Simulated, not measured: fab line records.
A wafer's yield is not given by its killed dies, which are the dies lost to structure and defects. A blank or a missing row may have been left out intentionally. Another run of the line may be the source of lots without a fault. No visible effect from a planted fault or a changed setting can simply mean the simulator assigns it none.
Matching of chambers / flow n5_finfet / ald_sin-04 running N5_GATE_CUT_SAC_CAP_01: 4 sister chambers
The step material SiNx, target thk 24 nm, pulse time 1 s, ald cycles 480. 8 wafers are shown with their chamber, then 7 later ones without.

== EACH WAFER AND ITS CHAMBER ==
wafer=L078.6; chamber=2; heater_power_w (W)=748; precursor_pulse_height_rel=0.980
wafer=L081.6; chamber=1; heater_power_w (W)=822; precursor_pulse_height_rel=0.996
wafer=L082.2; chamber=1; heater_power_w (W)=814; precursor_pulse_height_rel=1.033
wafer=L082.6; chamber=2; heater_power_w (W)=779; precursor_pulse_height_rel=1.019
wafer=L083.1; chamber=3; heater_power_w (W)=899; precursor_pulse_height_rel=1.020
wafer=L083.6; chamber=0; heater_power_w (W)=828; precursor_pulse_height_rel=1.015
wafer=L088.1; chamber=0; heater_power_w (W)=828; precursor_pulse_height_rel=1.016
wafer=L088.2; chamber=3; heater_power_w (W)=888; precursor_pulse_height_rel=1.016

== WAFERS WITHOUT THEIR CHAMBER ==
wafer=L088.3; heater_power_w (W)=766; precursor_pulse_height_rel=0.978
wafer=L095.3; heater_power_w (W)=828; precursor_pulse_height_rel=1.024
wafer=L095.5; heater_power_w (W)=808; precursor_pulse_height_rel=1.005
wafer=L095.6; heater_power_w (W)=896; precursor_pulse_height_rel=0.984
wafer=L097.2; heater_power_w (W)=779; precursor_pulse_height_rel=0.939
wafer=L097.4; heater_power_w (W)=786; precursor_pulse_height_rel=0.970
wafer=L097.5; heater_power_w (W)=810; precursor_pulse_height_rel=1.018

== WHICH CHAMBER EACH ONE RAN IN ==
wafer=L088.3; from the rows above=2; in truth=2
wafer=L095.3; from the rows above=can't be placed: 0 or 1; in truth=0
wafer=L095.5; from the rows above=can't be placed: 1 or 0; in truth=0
wafer=L095.6; from the rows above=3; in truth=3
wafer=L097.2; from the rows above=can't be placed: 2 or 1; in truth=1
wafer=L097.4; from the rows above=can't be placed: 2 or 1 or 0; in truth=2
wafer=L097.5; from the rows above=can't be placed: 1 or 0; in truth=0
Placed correctly: 2 of 7. Not placeable from these rows: 5 (in 5, the candidates include the true chamber). Placed wrongly: 0.
How it was worked out, from the rows above alone: a wafer's distance from a chamber is the root of the sum, over the readings, of the square of ((its reading less the chamber's mean) divided by the reading's scatter). If the next closest chamber is less than 2 further off than the closest, the wafer can't be placed; otherwise it belongs to the closest. Each chamber's mean is taken over the wafers shown for it. The scatter: the root of (the sum of the squares of (reading less its chamber's mean) over the shown wafers, divided by (wafers less chambers)).
